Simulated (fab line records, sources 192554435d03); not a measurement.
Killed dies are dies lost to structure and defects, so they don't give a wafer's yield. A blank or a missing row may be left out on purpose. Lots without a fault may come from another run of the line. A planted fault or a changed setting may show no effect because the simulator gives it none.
Chamber matching | flow n5_finfet | N5_BEOL_M9_PECVD_70 on pecvd-04: 3 sister chambers
The step deposits SiO2 from TEOS/O2, target thk 20 nm, time 22.7 s. 3 wafers are shown with their chamber, then 7 later ones without.

WAFERS WITH THEIR CHAMBER
wafer  | chamber | showerhead_plenum_p_Torr (Torr)
L082.5 | 2       | 8.75
L091.2 | 0       | 8.82
L091.3 | 1       | 8.79

WAFERS WITHOUT THEIR CHAMBER
wafer  | showerhead_plenum_p_Torr (Torr)
L091.6 | 8.79
L094.1 | 8.82
L094.2 | 8.75
L094.4 | 8.77
L097.1 | 8.78
L097.4 | 8.78
L097.5 | 8.82

WHICH CHAMBER EACH WENT THROUGH
wafer  | from the rows above     | in truth
L091.6 | 1                       | 1
L094.1 | 0                       | 0
L094.2 | 2                       | 2
L094.4 | can't be placed: 1 or 2 | 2
L097.1 | 1                       | 1
L097.4 | 1                       | 1
L097.5 | 0                       | 0
Placed correctly: 6 of 7. Can't be placed from these rows: 1 (the true chamber is among the candidates in 1). Placed wrongly: 0.
How it was worked out, from the rows above alone: a wafer's distance from a chamber is the root of the sum, over the readings, of the square of ((its reading less the chamber's mean) divided by the reading's scatter). The wafer belongs to the nearest chamber; if the next one is less than 2 further off, it can't be placed. A chamber's mean is the mean of its shown wafers. The scatter: with one shown wafer a chamber, the root of the mean of the squares of how far each hidden wafer lies from its nearest shown one.
